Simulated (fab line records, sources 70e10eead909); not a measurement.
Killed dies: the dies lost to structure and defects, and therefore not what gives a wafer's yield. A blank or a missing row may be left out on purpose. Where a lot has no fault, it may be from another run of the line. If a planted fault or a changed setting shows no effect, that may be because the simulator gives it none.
fab line records	flow nand_harc
[record] lots = 6	wafers = 18	last_day = 24
route steps=1159 shown P_GATE@136 END@1159
lots with no fault: from the same line, run without faults
start_h: start of the lot's first displayed wafer, in hours after the record's first day	wait_h: how many hours have passed since the lot's step before this one	" unchanged from the row above	L1.1+2: a row that stands for several wafers	- no value, or no start was given	* or withheld: withheld	< > ~ a bound
route shown NAME@n: NAME is a module with steps in the file, n the number in the route of the first one	usual: the fault-free wafers' mean and standard deviation	same: alike in all rows	chamber/n: place in a boat	sites: the reading at each site	_std_site: standard deviation of those values	_edge_site: mean of outer sites minus mean of inner sites	radius_mm: how far each site lies from the wafer's centre	mask NAME#n: copy n	behind: the most recent tool/chamber to have shaped the wafer	hold: the reason the lot was held/the length of the hold in hours/how it ended	device: whichever transistor did not switch (one of n, p or np)	end of line: the tests these same wafers got at the end of their route	where a step has no rows: the recipe by itself	killed: dies lost to structure and defects at the first sort, not the wafer's yield	map: a wafer's dies, marking killed ones x, the rest . and places with no die _
set.NAME: the setting the step ran with; set.NAME@STEP: the setting that earlier step ran with	model.NAME: the simulator's own value behind a step, which no gauge read
lots at selected steps of the route; one table per step, one row per wafer
services: the hour from which a tool's chamber was out of use, counted from the record's first day as start_h (under 0 if before that day), plus the number of hours and why
[[steps]]
[step NHARC_P_GATE_SOFTBAKE_21]
[recipe] temp_c = 105	time_s = 55
[step NHARC_P_GATE_EBR_22]
[step NHARC_P_GATE_EXPOSE_23]
[recipe] na = 1.35	target_cd_nm = 120	dose_mj = 93.91	mask_id = P_GATE
[step NHARC_P_GATE_PEB_24]
[recipe] peb_temp_c = 100	peb_time_s = 65
[step NHARC_P_GATE_DEVELOP_25]
[recipe] develop_time_s = 35	dev_temp_c = 23
[step NHARC_P_GATE_CD_MEAS_26]
[recipe] target_cd_nm = 120	landing_energy_ev = 500
[usual] cd_nm = 120.2/0.61
lot.wafer	tool	chamber	start_h	wait_h	cd_nm
L527.3	cd_sem-02	0	88.06	-	119.8
L527.5	"	0	"	"	120.0
L527.6	"	0	"	"	120.0
L529.1	cd_sem-02	0	100.45	-	119.3
L529.2	"	0	"	"	118.9
L529.5	"	0	"	"	120.5
L536.2	cd_sem-03	0	141.29	-	121.1
L536.4	"	0	"	"	119.0
L536.5	"	0	"	"	119.1
L535.2	cd_sem-02	0	141.46	-	120.3
L535.4	"	0	"	"	120.3
L535.5	"	0	"	"	120.9
L540.3	cd_sem-03	0	168.46	-	119.7
L540.4	"	0	"	"	120.7
L540.6	"	0	"	"	121.1
L549.2	cd_sem-02	0	221.76	-	121.5
L549.3	"	0	"	"	120.1
L549.5	"	0	"	"	120.5
[step NHARC_P_GATE_OVL_MEAS_27]
[usual] overlay_x_nm = -0.2/0.74	overlay_y_nm = 0.0/1
lot.wafer	tool	chamber	start_h	wait_h	overlay_x_nm	overlay_y_nm
L527.3	overlay-01	-	88.14	-	-0.3	0.6
L527.5	"	-	"	"	-0.8	0.5
L527.6	"	-	"	"	-0.4	0.7
L529.1	overlay-02	-	100.54	-	-0.5	-0.9
L529.2	"	-	"	"	-0.4	-0.6
L529.5	"	-	"	"	-0.7	-0.5
L536.2	overlay-02	-	141.38	-	-0.7	-2.0
L536.4	"	-	"	"	-0.3	-2.0
L536.5	"	-	"	"	-0.8	-2.3
L535.2	overlay-01	-	141.54	-	-1.5	-0.4
L535.4	"	-	"	"	-1.1	0.4
L535.5	"	-	"	"	-1.0	0.5
L540.3	overlay-02	-	168.55	-	-0.1	0.4
L540.4	"	-	"	"	-0.8	-0.4
L540.6	"	-	"	"	0.1	-0.1
L549.2	overlay-01	-	221.85	-	0.4	1.3
L549.3	"	-	"	"	0.3	1.6
L549.5	"	-	"	"	0.2	1.4
[step NHARC_P_GATE_INSPECT_28]
[usual] raw_defect_count = 6.4/2.6
lot.wafer	tool	chamber	start_h	wait_h	raw_defect_count
L527.3	defect_inspect-01	-	88.18	0.0	7
L527.5	"	-	"	"	11
L527.6	"	-	"	"	2
L529.1	defect_inspect-02	-	100.58	0.0	5
L529.2	"	-	"	"	3
L529.5	"	-	"	"	8
L536.2	defect_inspect-02	-	141.42	0.0	7
L536.4	"	-	"	"	4
L536.5	"	-	"	"	4
L535.2	defect_inspect-01	-	141.58	0.0	6
L535.4	"	-	"	"	4
L535.5	"	-	"	"	5
L540.3	defect_inspect-01	-	168.58	0.0	2
L540.4	"	-	"	"	7
L540.6	"	-	"	"	4
L549.2	defect_inspect-01	-	221.89	0.0	4
L549.3	"	-	"	"	8
L549.5	"	-	"	"	6
[step NHARC_P_GATE_DESCUM_31]
[recipe] time_s = 3	o2_flow_sccm = 200	ar_flow_sccm = 0	bias_power_w = 0	chemistry = O2
[step NHARC_P_GATE_ETCH_104]
[recipe] target_depth_a = 600	time_s = withheld	cf4_flow_sccm = 100	chf3_flow_sccm = 30	ar_flow_sccm = 0	rf_w = 500	bias_w = 200	chemistry = CF4/CHF3
[step NHARC_P_GATE_HM_OPEN_105]
[recipe] target_depth_a = 3600	o2_flow_sccm = 400	cos_flow_sccm = 20	ar_flow_sccm = 0	rf_w = 500	bias_w = 300	chemistry = O2/COS
[usual] drypump_motor_current_A = 5.6/0.33	oes_product_au = 1.002/0.013	rf_fwd_power_W = 497.7/1.6	rf_vpp_V = 467/3.9	showerhead_plenum_p_Torr = 3.12/0.17	throttle_valve_pct = 28.331/0.0093
lot.wafer	tool	chamber	start_h	wait_h	drypump_motor_current_A	oes_product_au	rf_fwd_power_W	rf_hours_counter_h	rf_vpp_V	showerhead_plenum_p_Torr	throttle_valve_pct
L527.3	rie_diel-03	1	-	-	5.2	1.000	498.1	16	466	3.07	28.343
L527.6	"	2	"	"	5.5	1.003	497.9	-	473	3.37	28.349
L527.5	"	3	"	"	5.6	0.971	497.5	-	464	2.96	28.314
L529.1	rie_diel-10	3	-	-	5.2	0.996	500.3	15	467	3.07	28.338
L529.2	"	2	"	"	6.0	0.996	495.6	19	473	3.32	28.345
L529.5	"	0	"	"	5.7	1.009	498.6	-	468	3.10	28.327
L536.2	rie_diel-03	0	-	-	5.7	1.002	498.9	32	473	3.36	28.340
L536.4	"	2	"	"	5.5	0.994	498.3	31	472	3.36	28.328
L536.5	"	0	"	"	5.7	1.005	498.5	-	472	3.36	28.332
L535.2	rie_diel-03	2	-	-	5.5	0.999	499.7	31	473	3.36	28.333
L535.4	"	3	"	"	5.6	0.988	496.5	32	464	2.96	28.321
L535.5	"	2	"	"	5.5	0.998	501.4	-	473	3.36	28.345
L540.3	rie_diel-11	3	-	-	5.4	0.995	497.5	53	465	2.98	28.315
L540.4	"	2	"	"	6.1	1.005	499.0	-	463	2.95	28.326
L540.6	"	1	"	"	5.4	0.997	499.1	-	464	2.95	28.333
L549.3	rie_diel-10	3	-	-	5.2	1.025	497.7	9	465	3.06	28.346
L549.2	"	0	"	"	5.8	1.003	497.6	8	465	3.09	28.335
L549.5	"	2	"	"	6.1	1.008	498.1	-	470	3.30	28.335
[step NHARC_P_GATE_STRIP_106]
[recipe] o2_flow_sccm = 400	cos_flow_sccm = 20	ar_flow_sccm = 0	bias_w = 0	chemistry = O2/COS
[step NHARC_P_GATE_ETCH_114]
[recipe] target_depth_a = 300	overetch_a = 30	time_s = 16.5	ion_energy_ev = 100	cf4_flow_sccm = 80	o2_flow_sccm = 20	ar_flow_sccm = 0	rf_w = 300	bias_w = 100	chemistry = CF4/O2
[usual] drypump_motor_current_A = 5.5/0.32	oes_product_au = 1.005/0.013	rf_fwd_power_W = 293.7/1.4	rf_vpp_V = 197.8/1.7	showerhead_plenum_p_Torr = 1.33/0.075	throttle_valve_pct = 13.399/0.0094
lot.wafer	tool	chamber	start_h	wait_h	drypump_motor_current_A	oes_product_au	rf_fwd_power_W	rf_hours_counter_h	rf_vpp_V	showerhead_plenum_p_Torr	throttle_valve_pct
L527.3	rie_diel-03	2	88	-	5.5	1.001	294.5	14	201.6	1.44	13.407
L527.5	"	0	"	"	5.6	1.022	293.7	-	200.2	1.44	13.391
L527.6	"	1	"	"	5.2	1.015	296.1	-	197.4	1.31	13.405
L529.1	rie_diel-10	2	101	-	6.1	0.998	294.4	19	199.6	1.42	13.382
L529.2	"	1	"	"	5.3	0.998	294.8	14	195.0	1.25	13.399
L529.5	"	3	"	"	5.2	0.997	292.7	-	198.0	1.31	13.396
L536.4	rie_diel-03	1	142	-	5.2	1.009	295.3	32	197.0	1.31	13.408
L536.2	"	3	"	"	5.5	0.991	292.5	32	196.2	1.26	13.401
L536.5	"	2	"	"	5.5	1.006	292.7	-	199.7	1.44	13.401
L535.2	rie_diel-03	1	142	-	5.2	1.009	295.3	33	196.6	1.31	13.400
L535.4	"	2	"	"	5.5	1.013	294.5	31	201.0	1.44	13.397
L535.5	"	3	"	"	5.5	0.991	291.0	-	197.5	1.26	13.396
L540.3	rie_diel-11	3	169	-	5.3	1.001	290.7	53	195.0	1.27	13.418
L540.4	"	1	"	"	5.4	1.006	293.0	-	198.0	1.26	13.388
L540.6	"	3	"	"	5.3	1.014	290.9	-	197.2	1.27	13.388
L549.3	rie_diel-10	0	222	-	5.7	1.008	294.3	8	196.9	1.32	13.405
L549.2	"	1	"	"	5.3	1.022	293.9	8	196.0	1.24	13.411
L549.5	"	0	"	"	5.6	1.016	293.0	-	197.9	1.32	13.403
[step NHARC_P_GATE_ETCH_32]
[recipe] target_depth_a = 1500	over_etch_frac = 1	over_etch_ion_energy_ev = 40	time_s = 100.1	hbr_flow_sccm = 150	cl2_flow_sccm = 50	rf_w = 400	icp_w = 400	bias_w = 100	chemistry = HBr/Cl2
[step NHARC_P_GATE_STRIP_108]
[recipe] o2_flow_sccm = 500	ar_flow_sccm = 0	bias_w = 0	chemistry = O2
[step NHARC_P_GATE_CD_MEAS_33]
[usual] cd_nm = 122/3.6
lot.wafer	tool	chamber	start_h	wait_h	cd_nm
L527.3	cd_sem-03	-	89.24	-	117
L527.5	"	-	"	"	125
L527.6	"	-	"	"	122
L529.1	cd_sem-03	-	101.43	-	122
L529.2	"	-	"	"	120
L529.5	"	-	"	"	123
L536.2	cd_sem-02	-	142.59	-	126
L536.4	"	-	"	"	128
L536.5	"	-	"	"	123
L535.2	cd_sem-03	-	142.77	-	125
L535.4	"	-	"	"	122
L535.5	"	-	"	"	128
L540.3	cd_sem-03	-	169.93	-	122
L540.4	"	-	"	"	123
L540.6	"	-	"	"	126
L549.2	cd_sem-02	-	223.40	-	124
L549.3	"	-	"	"	122
L549.5	"	-	"	"	120
[step NHARC_P_GATE_STRIP_35]
[recipe] time_s = 600	temp_c = 130	chemistry = SPM
[step NHARC_P_GATE_PRECLEAN_73]
[recipe] time_s = *	temp_c = 50	bath_age_min = 0	chemistry = SC1
[step NHARC_P_GATE_SRD_74]
[step NHARC_P_GATE_ALD_36]
[recipe] target_thk_a = 200	pulse_time_s = 60	ald_cycles = 223	temp_c = 400	material = SiNx
[usual] heater_power_w = 816/99	precursor_pulse_height_rel = 0.999/0.02
lot.wafer	tool	chamber	start_h	wait_h	heater_power_w	precursor_pulse_height_rel
L527.3	ald_sin-04	1	92.89	-	785	1.004
L527.5	"	2	93.95	-	878	0.997
L527.6	"	3	95.02	-	688	1.011
L529.1	ald_sin-02	2	101.89	-	969	0.996
L529.2	"	1	104.76	-	897	1.033
L529.5	"	0	107.62	-	773	1.013
L536.4	ald_sin-02	0	143.05	-	785	0.996
L536.2	"	2	145.17	-	927	0.996
L536.5	"	0	147.28	-	753	0.997
L535.4	ald_sin-04	1	145.35	-	771	1.032
L535.2	"	2	146.42	-	862	0.978
L535.5	"	3	147.48	-	674	1.009
L540.4	ald_sin-01	1	171.43	-	790	0.992
L540.3	"	2	172.47	-	822	0.968
L540.6	"	1	175.59	-	771	0.997
L549.3	ald_sin-04	1	223.86	-	789	0.993
L549.2	"	2	224.92	-	940	0.988
L549.5	"	2	229.17	-	897	1.015
[step NHARC_P_GATE_ETCHBACK_37]
[recipe] target_depth_a = 345	time_s = 17.2	chf3_flow_sccm = 50	o2_flow_sccm = 10	ar_flow_sccm = 200	rf_w = 500	bias_w = 200	chemistry = CHF3/O2
[usual] drypump_motor_current_A = 5.7/0.46	oes_product_au = 0.95/0.033	rf_fwd_power_W = 489.5/2.1	rf_vpp_V = 369.5/2.7	showerhead_plenum_p_Torr = 2.35/0.12	throttle_valve_pct = 20.572/0.0092
lot.wafer	tool	chamber	start_h	wait_h	drypump_motor_current_A	oes_product_au	rf_fwd_power_W	rf_hours_counter_h	rf_vpp_V	showerhead_plenum_p_Torr	throttle_valve_pct
L527.3	rie_diel-10	1	-	-	5.3	0.93	492.6	14	365.9	2.25	20.576
L527.6	"	1	"	"	5.3	0.92	494.1	-	366.3	2.25	20.573
L527.5	"	2	"	"	6.1	0.93	491.3	-	373.9	2.55	20.577
L529.2	rie_diel-11	3	-	-	5.3	0.92	486.6	31	367.8	2.30	20.581
L529.1	"	0	"	"	6.8	0.91	488.1	32	366.6	2.24	20.587
L529.5	"	1	"	"	5.4	0.91	489.8	-	369.4	2.28	20.579
L536.2	rie_diel-10	2	-	-	6.0	0.92	491.9	30	373.6	2.55	20.554
L536.4	"	0	"	"	5.7	0.94	489.7	31	371.2	2.38	20.575
L536.5	"	3	"	"	5.2	1.01	489.2	-	371.0	2.36	20.560
L535.2	rie_diel-10	2	-	-	6.0	0.93	488.9	30	373.0	2.55	20.583
L535.4	"	1	"	"	5.3	0.94	491.8	25	367.2	2.25	20.561
L535.5	"	3	"	"	5.2	0.99	490.6	-	369.4	2.36	20.573
L540.3	rie_diel-11	1	-	-	5.4	0.93	494.8	54	368.3	2.27	20.577
L540.4	"	2	"	"	6.1	0.93	490.6	48	368.3	2.26	20.598
L540.6	"	3	"	"	5.3	0.93	486.7	-	367.9	2.29	20.574
L549.2	rie_diel-10	3	-	-	5.2	0.95	489.3	12	369.1	2.35	20.569
L549.3	"	0	"	"	5.7	0.93	488.4	11	369.7	2.38	20.572
L549.5	"	1	"	"	5.3	0.95	490.5	-	367.1	2.24	20.592
[step NHARC_P_GATE_STRIP_101]
[recipe] time_s = 20	o2_flow_sccm = 500	ar_flow_sccm = 0	bias_w = 0	chemistry = O2
[step NHARC_P_GATE_PRECLEAN_97]
[recipe] time_s = 600	temp_c = 120	chemistry = SPM
[step NHARC_P_GATE_SRD_98]
[step NHARC_P_GATE_PRECLEAN_99]
[recipe] time_s = *	temp_c = 50	bath_age_min = 0	chemistry = SC1
[step NHARC_P_GATE_SRD_100]
[step NHARC_P_GATE_DEHYDRATE_38]
[recipe] temp_c = 150	time_s = 120
[step NHARC_P_GATE_HMDS_39]
[recipe] time_s = 30
[step NHARC_P_GATE_COAT_40]
[recipe] spin_rpm = 3000
[step NHARC_P_GATE_SOFTBAKE_41]
[recipe] temp_c = 122	time_s = 95
[step NHARC_P_GATE_EBR_42]
[step NHARC_P_GATE_EXPOSE_43]
[recipe] na = 0.6	target_cd_nm = 720	dose_mj = 14.81	mask_id = P_NSD
[step NHARC_P_GATE_PEB_44]
[recipe] peb_temp_c = 118	peb_time_s = 85
[step NHARC_P_GATE_DEVELOP_45]
[recipe] time_s = 70
[step NHARC_P_GATE_CD_MEAS_46]
[recipe] target_cd_nm = 720	landing_energy_ev = 500
[usual] cd_nm = 720.0/2.7
lot.wafer	tool	chamber	start_h	wait_h	cd_nm
L527.3	cd_sem-02	0	100.15	-	723.5
L527.5	"	0	"	"	724.5
L527.6	"	0	"	"	720.2
L529.1	cd_sem-02	0	114.75	-	720.2
L529.2	"	0	"	"	719.0
L529.5	"	0	"	"	714.0
L536.2	cd_sem-02	0	153.59	-	722.1
L536.4	"	0	"	"	718.2
L536.5	"	0	"	"	720.8
L535.2	cd_sem-03	0	153.70	-	717.9
L535.4	"	0	"	"	715.7
L535.5	"	0	"	"	720.0
L540.3	cd_sem-03	0	180.70	-	719.1
L540.4	"	0	"	"	723.1
L540.6	"	0	"	"	718.3
L549.2	cd_sem-03	0	234.36	-	715.9
L549.3	"	0	"	"	718.1
L549.5	"	0	"	"	718.2
[step NHARC_P_GATE_HARDBAKE_47]
[recipe] temp_c = 125	time_s = 80
[step NHARC_P_GATE_DESCUM_48]
[recipe] time_s = 3	o2_flow_sccm = 200	ar_flow_sccm = 0	bias_power_w = 0	chemistry = O2
[usual] drypump_motor_current_A = 5.6/0.4	oes_product_au = 1.003/0.014	rf_vpp_V = 57.7/0.97	showerhead_plenum_p_Torr = 1.91/0.11	throttle_valve_pct = 11.311/0.009
lot.wafer	tool	chamber	start_h	wait_h	drypump_motor_current_A	oes_product_au	rf_hours_counter_h	rf_vpp_V	showerhead_plenum_p_Torr	throttle_valve_pct
L527.3	rie_diel-10	0	100.33	-	5.7	1.029	20	58.8	1.90	11.306
L527.5	"	2	"	"	6.1	0.992	-	58.6	2.04	11.310
L527.6	"	3	"	"	5.2	0.996	-	58.4	1.88	11.326
L529.1	rie_diel-10	1	114.91	-	5.3	1.007	17	57.1	1.79	11.319
L529.2	"	0	"	"	5.8	1.017	23	56.4	1.90	11.305
L529.5	"	2	"	"	6.0	1.006	-	59.0	2.04	11.314
L536.2	rie_diel-03	2	153.74	-	5.5	1.013	34	59.7	2.07	11.309
L536.4	"	3	"	"	5.5	0.989	35	56.2	1.80	11.308
L536.5	"	2	"	"	5.5	1.020	-	59.0	2.07	11.300
L535.2	rie_diel-03	1	154.00	-	5.2	1.002	36	56.7	1.88	11.322
L535.4	"	2	"	"	5.5	1.005	34	58.6	2.06	11.318
L535.5	"	3	"	"	5.5	0.987	-	56.9	1.80	11.327
L540.3	rie_diel-03	3	180.86	-	5.5	0.997	45	56.3	1.80	11.319
L540.4	"	0	"	"	5.7	1.004	47	58.2	2.06	11.310
L540.6	"	3	"	"	5.6	0.984	-	56.9	1.80	11.298
L549.3	rie_diel-11	2	234.51	-	6.1	1.003	14	56.1	1.79	11.311
L549.2	"	3	"	"	5.4	0.969	14	58.8	1.81	11.322
L549.5	"	3	"	"	5.4	0.970	-	57.4	1.82	11.314
[step NHARC_P_GATE_IMPLANT_49]
[recipe] energy_kev = 30	dose_cm2 = 3e+15	tilt_deg = 7
[step NHARC_P_GATE_STRIP_111]
[recipe] power_w = 1500	temp_c = 110	time_s = 250	chemistry = N2/H2
[usual] drypump_motor_current_A = 5.49/0.27	heater_power_w = 96/3.1	rf_refl_power_W = 23/6.2
lot.wafer	tool	chamber	start_h	wait_h	drypump_motor_current_A	heater_power_w	rf_hours_counter_h	rf_refl_power_W
L527.3	plasma_asher-02	1	101.10	0.5	5.28	94	-	16
L527.6	"	0	"	"	5.66	99	-	27
L527.5	"	1	"	"	5.30	94	-	15
L529.1	plasma_asher-01	1	115.28	0.2	5.85	96	2	31
L529.2	"	0	"	"	5.15	93	2	19
L529.5	"	0	"	"	5.18	95	-	19
L536.2	plasma_asher-01	1	154.11	0.2	5.86	99	13	33
L536.4	"	1	"	"	5.80	96	-	32
L536.5	"	0	"	"	5.18	93	-	20
L535.2	plasma_asher-02	0	154.39	0.2	5.67	100	49	27
L535.4	"	1	"	"	5.26	93	-	16
L535.5	"	1	"	"	5.27	96	-	16
L540.3	plasma_asher-01	0	181.32	0.2	5.17	93	-	20
L540.4	"	1	"	"	5.82	98	-	31
L540.6	"	1	"	"	5.86	98	-	31
L549.2	plasma_asher-02	1	234.88	0.2	5.26	92	9	15
L549.3	"	1	"	"	5.24	93	-	15
L549.5	"	0	"	"	5.66	95	-	27
[step NHARC_P_GATE_STRIP_75]
[recipe] power_w = 1500	temp_c = 250	chemistry = O2
[step NHARC_P_GATE_STRIP_50]
[recipe] time_s = 900	temp_c = 130	chemistry = SPM
[step NHARC_P_GATE_DEHYDRATE_51]
[recipe] temp_c = 150	time_s = 120
[step NHARC_P_GATE_INSPECT_68]
[usual] raw_defect_count = 230/98
lot.wafer	tool	chamber	start_h	wait_h	raw_defect_count
L527.3	defect_inspect-01	-	107.77	0.1	162
L527.5	"	-	"	"	238
L527.6	"	-	"	"	157
L529.1	defect_inspect-02	-	121.97	0.2	163
L529.2	"	-	"	"	204
L529.5	"	-	"	"	117
L536.2	defect_inspect-01	-	160.25	0.1	558
L536.4	"	-	"	"	730
L536.5	"	-	"	"	619
L535.2	defect_inspect-02	-	160.60	0.1	558
L535.4	"	-	"	"	498
L535.5	"	-	"	"	474
L540.3	defect_inspect-02	-	187.40	0.1	176
L540.4	"	-	"	"	234
L540.6	"	-	"	"	307
L549.2	defect_inspect-01	-	240.90	0.1	166
L549.3	"	-	"	"	161
L549.5	"	-	"	"	286
[step NHARC_END_SORT_01]
[recipe] temp_c = 25
[usual] killed_at_array = 26/8.4	killed_at_other = 0.7/0.97	killed_at_periphery = 3.2/2.2	killed_dies = 30/8.5	killed_open = 3.4/2	killed_short = 2/1.3
[same] gross_dies = 677
lot.wafer	tool	chamber	start_h	wait_h	killed_at_array	killed_at_other	killed_at_periphery	killed_dies	killed_open	killed_short
L535.2	prober-02	0	498.31	2.8	21	0	74	95	2	1
L535.4	prober-02	0	499.91	3.4	17	1	72	90	4	2
L535.5	prober-02	0	500.71	3.7	22	0	49	71	1	5
L536.2	prober-01	0	498.47	2.8	17	1	48	66	2	1
L536.4	prober-01	0	500.05	3.4	22	1	74	97	4	1
L536.5	prober-01	0	500.84	3.7	16	0	67	83	1	2
// killed by level:class
L535.2 P_GATE:unspecified=70 A_STAIRCASE:chamber_film_flake=8 A_SLIT:chamber_film_flake=7 P_STI:chamber_film_flake=3 A_CHANNEL_HOLE_D1:chamber_film_flake=2 P_M2:geometric_particle:open=1 A_ONON_D1:geometric_particle:open=1 A_CHANNEL_FILL_D1:geometric_particle:short=1
L536.2 P_GATE:unspecified=45 A_SLIT:chamber_film_flake=9 A_STAIRCASE:chamber_film_flake=4 A_BLC:geometric_particle:open=2 P_GATE:chamber_film_flake=2 P_ZERO_WELL:chamber_film_flake=1 A_M0:geometric_particle:short=1 A_CHANNEL_HOLE_D1:chamber_film_flake=1
L535.4 P_GATE:unspecified=71 A_STAIRCASE:chamber_film_flake=6 A_SLIT:chamber_film_flake=4 A_SGD_CUT:geometric_particle:open=2 A_ONON_D1:geometric_particle:open=1 A_WL_FILL:geometric_particle:open=1 A_WL_FILL:geometric_particle:short=1 P_STI:chamber_film_flake=1
L536.4 P_GATE:unspecified=73 A_SLIT:chamber_film_flake=11 A_STAIRCASE:chamber_film_flake=3 A_M0:geometric_particle:open=2 A_CHANNEL_HOLE_D1:chamber_film_flake=2 A_CONTACT:chamber_film_flake=2 P_M0:geometric_particle:open=1 A_WL_FILL:geometric_particle:short=1
L535.5 P_GATE:unspecified=47 A_SLIT:chamber_film_flake=12 A_WL_FILL:geometric_particle:short=3 A_CHANNEL_HOLE_D1:chamber_film_flake=3 A_STAIRCASE:chamber_film_flake=2 P_M0:geometric_particle:open=1 A_CHANNEL_FILL_D1:geometric_particle:short=1 A_M0:geometric_particle:short=1
L536.5 P_GATE:unspecified=65 A_SLIT:chamber_film_flake=8 A_CHANNEL_HOLE_D1:chamber_film_flake=5 P_STI:geometric_particle:open=1 A_CHANNEL_HOLE_D1:geometric_particle:short=1 A_WL_FILL:geometric_particle:short=1 P_GATE:chamber_film_flake=1 A_STAIRCASE:chamber_film_flake=1
// map L535.2 (x killed, . not)
____________.____________
_________......._________
_______..x........_______
______....x........______
_____....x.........._____
____....xxx.x........____
____....xxxxx.x...x..____
___...xxxxxxx.........___
___...xxxxxxxx....x...___
__....xxxxxxx..........__
__..x.xxxxxxxxx........__
_...xxxxxxxxxx.........._
_......xxxxxxx.x........_
_x......xxxx............_
_......xxxxxx..........._
_......x.x..x..........._
..........x..............
....................x....
......................x.x
.........................
.........................
_.x....................._
_......................._
_......................._
_...........x..........._
_......................._
__.....................__
__.....................__
___.................x.___
___...............x.xx___
____...............x.____
____...............xx____
_____...........xx.x_____
______.............______
_______..........._______
_________......._________
____________.____________
// map L536.4 (x killed, . not)
____________.____________
_________......._________
_______.....x....._______
______...x.........______
_____.xx.xx........._____
____....xx.xxx.......____
____...xxxx..x.......____
___..x.xxxxxx.........___
___.x.xxxxxxx..x......___
__...xxxxxxxx..........__
__..x.xxxxxxxxx........__
_..x.x.xxxxxx..........._
_.x.xx.xxxxxxx.........._
_..x..xxxxxxx..........._
_..xx..xxxxxx..........._
_.......x..............._
.........x...............
..........x..............
.........................
.........................
............x..........x.
_.....x................._
_......................._
_....x.................._
_..................x...._
_......................._
__.....................__
__.....................__
___......x..........x.___
___....x.............x___
____.................____
____.................____
_____..............._____
______........x....______
_______..........._______
_________......._________
____________.____________
[[services]]
tool	chamber	start_h	hours	kind
rie_diel-10	3	65.84	15.7	repair
rie_diel-10	1	70.68	18.1	repair
rie_diel-03	2	72.38	2.4	repair
rie_diel-03	-	81.06	2.9	repair
ald_sin-02	3	83.33	3.2	repair
rie_diel-11	1	86.85	8.8	repair
plasma_asher-02	-	89.74	0.6	repair
rie_diel-10	0	94.85	4.2	repair
plasma_asher-01	-	99.20	9.0	pm
plasma_asher-01	-	116.42	2.0	repair
rie_diel-10	-	117.58	0.2	repair
rie_diel-10	3	127.17	16.4	repair
ald_sin-04	0	158.68	14.7	repair
rie_diel-10	2	163.75	5.6	repair
rie_diel-10	1	164.87	9.6	repair
rie_diel-10	-	176.50	9.0	pm
plasma_asher-02	-	183.30	9.0	pm
rie_diel-11	2	185.50	4.2	repair
rie_diel-11	-	191.18	9.0	pm
plasma_asher-02	-	193.21	9.6	repair
rie_diel-03	-	215.54	9.0	pm
plasma_asher-02	-	217.97	6.6	repair
rie_diel-10	2	225.95	9.4	repair
ald_sin-04	2	233.75	1.6	repair
[[key]]
[first_sign] step = NHARC_P_GATE_INSPECT_68	reading = raw_defect_count	direction = up	sigmas = 3.5	usual = 230	struck = 573
[effect] step = NHARC_END_SORT_01	reading = killed_at_periphery	direction = up	sigmas = 28	usual = 3.2	struck = 64
[more_kills_born_at] NHARC_P_GATE_ETCH_114@rie_diel-03 = 369
met_at NHARC_P_GATE_ETCH_114
struck_wafers L535.2,L535.4,L535.5,L536.2,L536.4,L536.5
tester_left_out L535,L536
onset_between 88 142
also_fits NHARC_P_GATE_HM_OPEN_105:rie_diel-03
[fault] kind = chamber_particle_source	tool = rie_diel-03	chamber = -	onset_h = 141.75	steps = NHARC_P_GATE_ETCH_114	rate_per_visit_cm2 = 0.47104	end_h = 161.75
// tester_left_out: of these lots the tester's yield and bins aren't shown, on N5 and GAA mostly nor the transistor test; their killed dies are dies lost to structure and defects alone, not to doping, threshold or leakage, so they don't give the yield
